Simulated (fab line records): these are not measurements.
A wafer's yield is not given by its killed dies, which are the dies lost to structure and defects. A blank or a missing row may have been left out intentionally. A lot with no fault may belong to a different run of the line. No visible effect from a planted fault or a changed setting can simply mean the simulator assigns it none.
Which tool is to blame? ; flow n5_finfet ; 12 lots, 36 wafers sampled, at 5 steps of a route of 1938

## WHAT THE GAUGES READ, wafer by wafer
N5_BEOL_M12_INSPECT_30: inspects for defects (macro).
lot;measured;on;raw_defect_count
L078;day 13 07:37;defect_inspect-01;4 1 3
L077;day 13 07:45;defect_inspect-01;2 4 2
L080;day 13 10:09;defect_inspect-01;0 3 0
L081;day 14 03:21;defect_inspect-01;3 3 6
L082;day 14 17:52;defect_inspect-01;1 2 1
L084;day 15 17:27;defect_inspect-01;1 2 5
L087;day 15 21:17;defect_inspect-01;2 5 1
L089;day 16 14:40;defect_inspect-01;3 1 2
L094;day 16 17:43;defect_inspect-01;2 1 0
L092;day 17 03:18;defect_inspect-02;3 1 1
L095;day 18 13:16;defect_inspect-02;2 2 1
L097;day 19 09:59;defect_inspect-02;1 1 1

## TOOL THAT RAN EACH LOT (tool first, then ch and the chambers of the sampled wafers, then the start)
lot;N5_BEOL_M11_STRIP_77;N5_BEOL_M11_PRE_CLEAN_45;N5_BEOL_M11_ALD_74;N5_BEOL_M12_STRIP_63
L078;rie_diel-05 ch 2,3, day 12 18:46 or earlier;pvd_sputter-03, day 12 18:46;ald_metal-04 ch 1,2,3, day 12 18:50;plasma_asher-02 ch 1, day 13 06:55
L077;rie_diel-04 ch 1,2, day 13 03:16 or earlier;pvd_sputter-01, day 13 03:16;ald_metal-04 ch 1,3, day 13 03:26;plasma_asher-01 ch 0,1, day 13 07:10
L080;rie_diel-04 ch 1,2,3, day 13 05:56 or earlier;pvd_sputter-03, day 13 05:56;ald_metal-02 ch 1,2, day 13 06:00;plasma_asher-01 ch 0,1, day 13 09:29
L081;rie_diel-05 ch 2,3, day 14 00:06 or earlier;pvd_sputter-03, day 14 00:06;ald_metal-02 ch 0,3, day 14 00:12;plasma_asher-02 ch 0,1, day 14 02:38
L082;rie_diel-05 ch 0,2,3, day 14 13:36 or earlier;pvd_sputter-02, day 14 13:36;ald_metal-02 ch 0,1,2, day 14 13:42;plasma_asher-02 ch 0, day 14 17:17
L084;rie_diel-05 ch 0,1,2, day 15 13:45 or earlier;pvd_sputter-03, day 15 13:45;ald_metal-03 ch 0,1,3, day 15 13:49;plasma_asher-01 ch 0,1, day 15 16:44
L087;rie_diel-01 ch 0,2,3, day 15 17:48 or earlier;pvd_sputter-02, day 15 17:48;ald_metal-04 ch 1,3, day 15 17:52;plasma_asher-02 ch 0,1, day 15 20:43
L089;rie_diel-04 ch 0,1,2, day 16 10:45 or earlier;pvd_sputter-01, day 16 10:45;ald_metal-03 ch 0,2, day 16 10:56;plasma_asher-01 ch 0,1, day 16 14:04
L094;rie_diel-01 ch 0,1,3, day 16 14:21 or earlier;pvd_sputter-01, day 16 14:21;ald_metal-03 ch 0,2,3, day 16 14:32;plasma_asher-02 ch 0, day 16 17:07
L092;rie_diel-05 ch 0,1,2, day 16 23:59 or earlier;pvd_sputter-03, day 16 23:59;ald_metal-04 ch 0,1,3, day 17 00:02;plasma_asher-01 ch 0,1, day 17 02:43
L095;rie_diel-04 ch 1,2,3, day 18 09:37 or earlier;pvd_sputter-01, day 18 09:37;ald_metal-03 ch 0,2,3, day 18 09:47;plasma_asher-01 ch 0,1, day 18 12:34
L097;rie_diel-04 ch 0,1, day 19 06:33 or earlier;pvd_sputter-02, day 19 06:33;ald_metal-02 ch 0,2,3, day 19 06:44;plasma_asher-01 ch 0,1, day 19 09:25
- N5_BEOL_M11_STRIP_77: strips in N2/H2, time 10 s.
- N5_BEOL_M11_PRE_CLEAN_45: time 30 s.
- N5_BEOL_M11_ALD_74: deposits TaN, target thk 2 nm, pulse time 2 s, purge time 3 s.
- N5_BEOL_M12_STRIP_63: strips in N2/H2.

## THE ANSWER, worked out from the rows above alone
Rule: the usual values come from the lots themselves. Put in order of their means at a reading, lots are off if they are a third of the lots or fewer, leave a main group of 4 or more, and stand apart from it by a gap of 3 or more times the standard deviation of the main group's means; of several such gaps the widest counts. Not used: any main group whose means are identical at the precision the tables above print for the reading. A lot without any number at a reading at which 4 lots or more have one is off too. The other lots that the step has rows for count as sound.
None of the lots is off at any reading shown; this tells nothing.

## WHAT HAD BEEN PUT IN BY THE SIMULATOR
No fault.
